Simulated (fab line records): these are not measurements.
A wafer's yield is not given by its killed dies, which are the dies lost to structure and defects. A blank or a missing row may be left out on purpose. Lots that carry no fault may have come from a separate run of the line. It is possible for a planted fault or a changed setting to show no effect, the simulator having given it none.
fab line records -- flow n5_finfet
record: lots: 10, wafers: 30, last_day: 15
route steps=1938 shown BEOL_M0@724 MIM_TOP_ETCH@1853 MIM_BOT_LITHO@1865 TV_LITHO@1886 PASSIVATION@1936
lots untouched by any fault: they come from a run of this same line in which no faults occurred
start_h: hours from the record's opening day to when the first of the lot's shown wafers began -- wait_h: how many hours have passed since the lot's step before this one -- " as in the row above -- L1.1+2: several wafers, shown together as one row -- - either no value or no given start -- * or withheld: withheld -- < > ~ a bound
route shown NAME@n: a module of which the file shows steps, and the number in the route of the first -- usual: mean and standard deviation over wafers with no fault -- same: alike in all rows -- chamber/n: place in a boat -- sites: the reading at each site -- _std_site: standard deviation across them -- _edge_site: inner sites' mean taken away from outer sites' mean -- radius_mm: for every site, how far away it sits from the centre of the wafer -- mask NAME#n: copy n -- behind: the most recent tool/chamber to have shaped the wafer -- hold: why the lot went on hold/how many hours it stayed there/how the hold came to an end -- device: names the non-switching transistor (n, p or np) -- end of line: at the end of the route, the tests of the same wafers -- a step without rows: its recipe alone -- killed: not the wafer's yield, but the dies lost to structure and defects at the first sort -- map: a wafer's dies, x killed, . not, _ none there
set.NAME: the setting the step ran with; set.NAME@STEP: the setting that earlier step ran with -- model.NAME: the simulator's own value behind a step, which no gauge read
a sample of lots followed through the steps of the route, with each step as a table and each wafer as a row
services: a tool's chamber out of use, with start hour (start_h, from the record's first day; less than 0 if before it), hours out, and reason
== steps ==
step: N5_BEOL_M0_HM_STRIP_129
recipe: chemistry: peroxide_tin_strip, material: TiN, target_depth_a: 170, temp_c: 50, time_s: 108
lot.wafer,tool,chamber,start_h,wait_h
L397.3+4+5,wet_bench-06,"4,5,7",115.30,0.0
L398.2+3+5,wet_bench-04,"3,2,4",135.74,0.0
L399.2+4+6,wet_bench-04,"1,0,3",136.99,0.0
L400.2+4+5,wet_bench-01,"1,5,2",140.16,0.0
L401.3+4+5,wet_bench-04,"7,0,3",140.26,0.0
L403.1+2+5,wet_bench-04,"4,5,0",155.63,0.0
L404.2+3+4,wet_bench-01,"1,2,6",168.44,0.0
L406.2+3+6,wet_bench-04,"3,6,2",169.69,0.0
L410.3+4+6,wet_bench-04,"7,5,0",198.45,0.0
L413.2+3+5,wet_bench-01,"2,6,4",216.60,0.0
step: N5_MIM_TOP_ETCH_PECVD_03
recipe: material: SiNx, target_thk_a: 200, temp_c: 400, precursor: SiH4/NH3/N2, pressure_torr: 1.5, rf_w: 300, time_s: 17.6
usual: heater_power_w: 739/57, showerhead_plenum_p_Torr: 5.15/0.058, susceptor_temp_C: 400.00/0.19, throttle_valve_pct: 40.0/2.3
lot.wafer,tool,chamber,start_h,wait_h,heater_power_w,showerhead_plenum_p_Torr,susceptor_temp_C,throttle_valve_pct
L397.3,pecvd-02,1,244.24,-,740,5.14,399.90,41.4
L397.4,pecvd-02,0,244.24,-,744,5.19,400.21,44.7
L397.5,pecvd-02,2,244.24,-,795,5.17,399.88,38.1
L398.2,pecvd-03,1,263.90,-,740,5.15,400.35,40.1
L398.3,pecvd-03,0,263.90,-,712,5.16,399.71,38.9
L398.5,pecvd-03,1,263.90,-,763,5.15,400.05,40.0
L401.3,pecvd-03,0,268.48,-,693,5.17,399.82,39.0
L401.4,pecvd-03,2,268.48,-,685,5.13,400.20,38.4
L401.5,pecvd-03,0,268.48,-,715,5.15,399.62,39.1
L400.2,pecvd-02,0,268.50,-,761,5.21,400.07,45.1
L400.4,pecvd-02,2,268.50,-,838,5.19,399.94,38.1
L400.5,pecvd-02,0,268.50,-,764,5.20,399.94,45.0
L399.2,pecvd-03,0,269.34,-,715,5.17,400.20,39.0
L399.4,pecvd-03,0,269.34,-,751,5.17,399.85,39.1
L399.6,pecvd-03,2,269.34,-,613,5.11,400.00,38.5
L403.1,pecvd-01,1,297.48,-,626,5.13,400.36,38.3
L403.2,pecvd-01,2,297.48,-,829,4.98,400.17,36.6
L403.5,pecvd-01,1,297.48,-,623,5.12,399.92,38.5
L404.2,pecvd-03,2,297.64,-,728,5.11,400.27,38.8
L404.3,pecvd-03,0,297.64,-,733,5.16,400.05,39.1
L404.4,pecvd-03,1,297.64,-,754,5.15,399.87,40.4
L406.2,pecvd-03,0,303.15,-,646,5.15,400.07,38.9
L406.3,pecvd-03,1,303.15,-,825,5.15,400.03,40.1
L406.6,pecvd-03,1,303.15,-,809,5.15,399.87,40.2
L410.3,pecvd-02,0,330.00,-,696,5.21,399.86,45.3
L410.4,pecvd-02,1,330.00,-,693,5.13,400.03,41.6
L410.6,pecvd-02,0,330.00,-,697,5.21,400.08,45.3
L413.2,pecvd-01,2,344.17,-,724,4.98,399.72,36.6
L413.3,pecvd-01,0,344.17,-,807,5.23,399.86,39.9
L413.5,pecvd-01,2,344.17,-,741,4.98,400.02,36.9
step: N5_MIM_BOT_LITHO_DESCUM_10
recipe: chemistry: O2, time_s: 7.9, source_power_w: 50, bias_power_w: 20, pressure_mtorr: 20, rf_frequency_hz: 2.712e+07, temp_c: 40, o2_flow_sccm: 225
usual: bias_power_w: 20.00/0.059, chamber_pressure_mTorr: 20.002/0.018, drypump_motor_current_A: 5.9/0.52, oes_product_au: 0.80/0.079, rf_vpp_V: 243.4/1.3, showerhead_plenum_p_Torr: 2.11/0.066, throttle_valve_pct: 20.42/0.29
lot.wafer,tool,chamber,start_h,wait_h,bias_power_w,chamber_pressure_mTorr,drypump_motor_current_A,oes_product_au,rf_hours_counter_h,rf_vpp_V,showerhead_plenum_p_Torr,throttle_valve_pct
L397.3,rie_diel-04,1,244.99,0.2,20.01,20.008,5.7,0.75,157,243.0,2.08,20.68
L397.4,rie_diel-04,1,244.99,0.2,20.01,20.019,5.7,0.76,-,243.9,2.08,20.68
L397.5,rie_diel-04,2,244.99,0.2,20.00,20.010,5.7,0.89,-,244.0,2.14,19.96
L398.2,rie_diel-01,2,264.46,0.1,19.98,19.987,6.6,0.69,224,243.7,2.08,20.52
L398.3,rie_diel-01,1,264.46,0.1,19.93,20.012,6.7,0.82,89,243.8,2.12,20.84
L398.5,rie_diel-01,0,264.46,0.1,20.06,19.994,5.5,0.84,-,242.5,2.11,20.72
L401.3,rie_diel-01,1,269.05,0.0,20.02,20.018,6.6,0.84,90,242.9,2.12,20.85
L401.4,rie_diel-01,0,269.05,0.0,19.92,19.955,5.5,0.84,84,244.0,2.11,20.73
L401.5,rie_diel-01,3,269.05,0.0,19.98,19.976,5.1,0.70,-,241.0,1.98,20.51
L400.2,rie_diel-05,1,269.21,0.0,19.92,19.975,6.3,0.90,31,243.2,2.14,20.18
L400.4,rie_diel-05,3,269.21,0.0,19.96,19.992,5.6,0.74,162,242.5,2.19,20.62
L400.5,rie_diel-05,0,269.21,0.0,20.04,20.001,5.6,0.79,-,242.0,2.01,20.26
L399.2,rie_diel-05,2,269.91,0.0,20.02,19.969,6.6,0.74,186,243.1,2.08,20.47
L399.4,rie_diel-05,1,269.91,0.0,20.04,20.015,6.3,0.91,32,244.1,2.14,20.18
L399.6,rie_diel-05,0,269.91,0.0,20.15,20.022,5.6,0.80,-,242.6,2.01,20.26
L403.1,rie_diel-01,2,298.05,0.0,19.99,20.003,6.6,0.68,237,243.6,2.07,20.53
L403.2,rie_diel-01,1,298.05,0.0,19.99,19.985,6.6,0.81,101,243.1,2.12,20.86
L403.5,rie_diel-01,3,298.05,0.0,20.02,19.974,5.1,1.00,-,244.1,2.24,20.13
L404.2,rie_diel-05,2,298.21,0.0,19.97,20.015,6.6,0.73,195,242.2,2.08,20.46
L404.3,rie_diel-05,0,298.21,0.0,20.02,20.009,5.6,0.78,127,242.7,2.01,20.27
L404.4,rie_diel-05,1,298.21,0.0,20.08,20.034,6.3,0.89,41,241.9,2.14,20.19
L406.2,rie_diel-01,2,303.59,0.0,19.95,19.990,6.6,0.67,238,241.9,2.07,20.55
L406.3,rie_diel-01,1,303.59,0.0,20.02,20.004,6.6,0.82,102,243.1,2.12,20.85
L406.6,rie_diel-01,1,303.59,0.0,19.99,19.967,6.6,0.82,-,241.9,2.12,20.85
L410.3,rie_diel-04,0,330.71,0.2,20.03,20.011,6.6,0.92,30,245.2,2.23,19.93
L410.4,rie_diel-04,0,330.71,0.2,20.03,20.009,6.6,0.91,-,246.7,2.23,19.92
L410.6,rie_diel-04,1,330.71,0.2,20.00,19.999,5.7,0.73,-,243.2,2.07,20.74
L413.2,rie_diel-05,0,344.74,0.0,19.97,19.983,5.6,0.77,144,240.3,2.00,20.30
L413.3,rie_diel-05,2,344.74,0.0,19.96,20.013,6.6,0.73,212,243.2,2.07,20.50
L413.5,rie_diel-05,2,344.74,0.0,19.89,20.018,6.6,0.72,-,242.8,2.07,20.48
step: N5_PASSIVATION_DESCUM_12
recipe: chemistry: O2, time_s: 7.9, source_power_w: 50, bias_power_w: 20, pressure_mtorr: 20, rf_frequency_hz: 2.712e+07, temp_c: 40, o2_flow_sccm: 225
usual: bias_power_w: 20.00/0.06, chamber_pressure_mTorr: 19.999/0.018, drypump_motor_current_A: 5.9/0.42, oes_product_au: 0.79/0.076, rf_vpp_V: 243.4/1.5, showerhead_plenum_p_Torr: 2.11/0.085, throttle_valve_pct: 20.41/0.21
lot.wafer,tool,chamber,start_h,wait_h,bias_power_w,chamber_pressure_mTorr,drypump_motor_current_A,oes_product_au,rf_hours_counter_h,rf_vpp_V,showerhead_plenum_p_Torr,throttle_valve_pct
L397.3,rie_diel-02,3,246.77,0.0,20.01,20.009,5.6,0.90,32,243.7,2.23,20.34
L397.4,rie_diel-02,1,246.77,0.0,20.02,20.010,6.3,0.74,175,244.0,2.17,20.13
L397.5,rie_diel-02,0,246.77,0.0,19.98,20.023,6.0,0.80,-,244.4,2.20,20.15
L398.2,rie_diel-06,2,267.27,0.0,20.03,20.002,5.2,0.85,66,244.2,2.13,20.42
L398.3,rie_diel-06,0,267.27,0.0,20.07,19.969,5.9,0.98,4,242.9,2.06,20.24
L398.5,rie_diel-06,3,267.27,0.0,19.97,19.990,5.9,0.80,-,245.2,2.20,20.22
L401.3,rie_diel-02,0,270.93,0.2,19.96,20.005,6.0,0.79,100,244.9,2.20,20.15
L401.4,rie_diel-02,2,270.93,0.2,20.07,19.993,6.2,0.72,216,241.4,1.98,20.77
L401.5,rie_diel-02,2,270.93,0.2,20.01,19.989,6.2,0.72,-,241.5,1.98,20.79
L400.2,rie_diel-06,0,271.96,1.1,19.98,19.988,5.9,0.97,6,243.8,2.06,20.25
L400.4,rie_diel-06,2,271.96,1.1,20.01,20.006,5.2,0.86,67,244.2,2.13,20.43
L400.5,rie_diel-06,1,271.96,1.1,20.03,20.001,6.2,0.88,-,244.1,2.13,20.13
L399.2,rie_diel-03,1,272.33,1.0,19.86,20.000,5.9,0.71,194,244.9,2.17,20.67
L399.4,rie_diel-03,2,272.33,1.0,19.92,19.981,5.3,0.73,174,240.5,2.00,20.56
L399.6,rie_diel-03,3,272.33,1.0,19.96,20.011,5.3,0.90,-,243.0,2.05,20.41
L403.1,rie_diel-03,0,301.13,0.9,20.04,19.977,6.7,0.84,60,241.9,2.04,20.37
L403.2,rie_diel-03,2,301.13,0.9,20.01,20.002,5.3,0.73,182,241.9,2.00,20.57
L403.5,rie_diel-03,1,301.13,0.9,20.01,20.000,5.9,0.71,-,244.7,2.17,20.72
L404.2,rie_diel-02,0,301.63,0.2,19.99,19.995,6.0,0.78,108,244.4,2.20,20.17
L404.3,rie_diel-02,2,301.63,0.2,20.04,19.983,6.2,0.71,225,242.8,1.98,20.78
L404.4,rie_diel-02,3,301.63,0.2,19.90,20.028,5.6,0.86,48,245.3,2.23,20.36
L406.2,rie_diel-03,2,305.68,0.1,20.01,20.022,5.3,0.72,184,241.8,2.00,20.58
L406.3,rie_diel-03,0,305.68,0.1,20.03,20.004,6.7,0.83,61,241.8,2.03,20.37
L406.6,rie_diel-03,3,305.68,0.1,19.94,19.960,5.3,0.89,-,241.6,2.04,20.41
L410.3,rie_diel-02,2,333.53,1.2,19.98,20.009,6.2,0.71,236,240.5,1.97,20.80
L410.4,rie_diel-02,0,333.53,1.2,20.10,20.005,6.1,0.78,120,244.2,2.19,20.19
L410.6,rie_diel-02,2,333.53,1.2,19.79,20.036,6.2,0.71,-,241.7,1.97,20.81
L413.2,rie_diel-02,1,350.64,0.0,20.08,20.005,6.2,0.71,207,244.1,2.16,20.17
L413.3,rie_diel-02,0,350.64,0.0,20.08,19.988,6.0,0.78,125,242.9,2.19,20.19
L413.5,rie_diel-02,1,350.64,0.0,20.05,19.996,6.3,0.71,-,244.5,2.16,20.18
step: N5_PASSIVATION_PROBE_49
usual: defect_limited_yield: 91.3/1.5, killed_at_M0_to_M3: 35/10, killed_at_M4_up: 13/5.3, killed_at_contacts: 12/5.7, killed_at_front_end: 39/11, killed_at_other: 3.3/2.7, killed_dies: 102/18, killed_on_rim: 13/4, killed_open: 67/13, killed_short: 34/7.8, sort_bin_5_function: 5.1/1, sort_bin_6_memory: 3.3/0.68, sort_n_pass: 1078/18, sort_yield_pct: 91.3/1.5
same: gross_dies: 1180, killed_at_back_side: 0, sort_bin_4_leakage[%]: 0, sort_bin_8_speed[%]: 0
lot.wafer,tool,chamber,start_h,wait_h,defect_limited_yield[%],killed_at_M0_to_M3,killed_at_M4_up,killed_at_contacts,killed_at_front_end,killed_at_other,killed_dies,killed_on_rim,killed_open,killed_short,sort_bin_5_function[%],sort_bin_6_memory[%],sort_n_pass,sort_yield_pct[%]
L410.3,prober-02,-,341.74,0.8,85.4,73,31,10,55,3,172,33,84,48,9.2,4.4,1008,85.4
L410.4,prober-02,-,341.79,0.8,89.7,43,17,16,44,2,122,20,81,40,5.9,3.8,1058,89.7
L410.6,prober-02,-,341.89,0.9,90.7,40,18,7,43,2,110,14,78,32,5.8,3.1,1070,90.7
killed by level:class
L410.3 BEOL_M0:unspecified=37 STI_FIN_REVEAL:geometric_particle:open=17 BEOL_M4:geometric_particle:open=14 BEOL_M0_SAQP:geometric_particle:short=13 BEOL_M0_SAQP:geometric_particle:open=9 MOL_CONTACT_COAG:geometric_particle:open=7 BEOL_M4:geometric_particle:short=7 STI_FIN_REVEAL:geometric_particle:short=6
L410.4 MOL_CONTACT_COAG:geometric_particle:open=13 FIN_SAQP:geometric_particle:open=11 FIN_SAQP:geometric_particle:short=10 BEOL_M3:geometric_particle:open=10 BEOL_M4:geometric_particle:open=10 STI_FIN_REVEAL:geometric_particle:open=8 BEOL_M0_SAQP:geometric_particle:open=6 BEOL_M0:geometric_particle:open=5
L410.6 STI_FIN_REVEAL:geometric_particle:open=12 BEOL_M1:geometric_particle:open=10 BEOL_M4:geometric_particle:open=10 BEOL_M3:geometric_particle:open=8 FIN_SAQP:geometric_particle:short=6 FIN_SAQP:geometric_particle:open=6 BEOL_M0_SAQP:geometric_particle:short=6 BEOL_M0_SAQP:geometric_particle:open=6
== services ==
tool,chamber,start_h,hours,kind
rie_diel-04,-,101.30,0.5,repair
rie_diel-02,1,113.73,15.6,repair
rie_diel-06,2,117.42,1.2,repair
rie_diel-05,2,119.71,1.5,repair
rie_diel-02,3,153.75,1.5,repair
rie_diel-04,1,160.26,9.4,repair
rie_diel-03,3,164.52,1.7,repair
rie_diel-01,-,182.64,29.3,repair
pecvd-03,2,190.05,6.5,repair
rie_diel-02,0,201.01,9.1,repair
rie_diel-01,3,221.31,4.5,repair
rie_diel-02,2,223.76,6.1,repair
pecvd-03,0,231.60,8.4,repair
rie_diel-02,2,237.18,4.4,repair
rie_diel-01,2,240.16,6.1,repair
pecvd-02,-,256.77,4.3,pm
pecvd-02,0,272.77,6.2,repair
rie_diel-01,1,284.52,2.1,repair
rie_diel-01,3,303.05,3.8,repair
wet_bench-01,-,309.46,2.6,repair
wet_bench-01,-,321.04,2.7,repair
rie_diel-03,-,323.93,14.6,pm
pecvd-03,-,329.01,2.8,pm
rie_diel-02,-,343.94,2.8,pm
== key ==
first_sign: step: N5_PASSIVATION_PROBE_49, reading: killed_at_M0_to_M3, direction: up, sigmas: 3.7, usual: 35, struck: 73
effect: step: N5_PASSIVATION_PROBE_49, reading: killed_on_rim, direction: up, sigmas: 5, usual: 13, struck: 33
more_kills_born_at: N5_BEOL_M0_HM_STRIP_129@wet_bench-04: 37
met_at N5_BEOL_M0_HM_STRIP_129
struck_lots L410
struck_wafers L410.3
not_acting_at N5_MIM_TOP_ETCH_PECVD_03,N5_MIM_BOT_LITHO_DESCUM_10,N5_PASSIVATION_DESCUM_12
onset_between 140.26 198.45
fault: kind: chamber_particle_source, tool: wet_bench-04, chamber: 7, onset_h: 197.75, steps: N5_BEOL_M0_HM_STRIP_129, rate_per_visit_cm2: 1.0492, end_h: 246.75
